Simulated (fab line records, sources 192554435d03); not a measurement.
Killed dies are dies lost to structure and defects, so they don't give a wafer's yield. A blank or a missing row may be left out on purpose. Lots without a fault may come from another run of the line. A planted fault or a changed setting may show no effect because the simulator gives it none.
Chamber matching | flow n5_finfet | N5_BEOL_M2_CO_CAP_55 on cvd_co-01: 3 sister chambers
The step material Co, precursor CCTBA/H2, target thk 2 nm, time 102.1 s. 3 wafers are shown with their chamber, then 8 later ones without.

WAFERS WITH THEIR CHAMBER
wafer  | chamber | heater_power_w (W)
L077.1 | 0       | 238
L081.5 | 1       | 217
L085.3 | 2       | 228

WAFERS WITHOUT THEIR CHAMBER
wafer  | heater_power_w (W)
L085.4 | 234
L085.5 | 231
L087.4 | 220
L087.5 | 213
L087.6 | 240
L097.1 | 228
L097.2 | 237
L097.5 | 204

WHICH CHAMBER EACH WENT THROUGH
wafer  | from the rows above     | in truth
L085.4 | can't be placed: 0 or 2 | 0
L085.5 | can't be placed: 2 or 0 | 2
L087.4 | can't be placed: 1 or 2 | 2
L087.5 | 1                       | 1
L087.6 | can't be placed: 0 or 2 | 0
L097.1 | can't be placed: 2 or 0 | 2
L097.2 | can't be placed: 0 or 2 | 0
L097.5 | 1                       | 1
Placed correctly: 2 of 8. Can't be placed from these rows: 6 (the true chamber is among the candidates in 6). Placed wrongly: 0.
How it was worked out, from the rows above alone: a wafer's distance from a chamber is the root of the sum, over the readings, of the square of ((its reading less the chamber's mean) divided by the reading's scatter). The wafer belongs to the nearest chamber; if the next one is less than 2 further off, it can't be placed. A chamber's mean is the mean of its shown wafers. The scatter: with one shown wafer a chamber, the root of the mean of the squares of how far each hidden wafer lies from its nearest shown one.
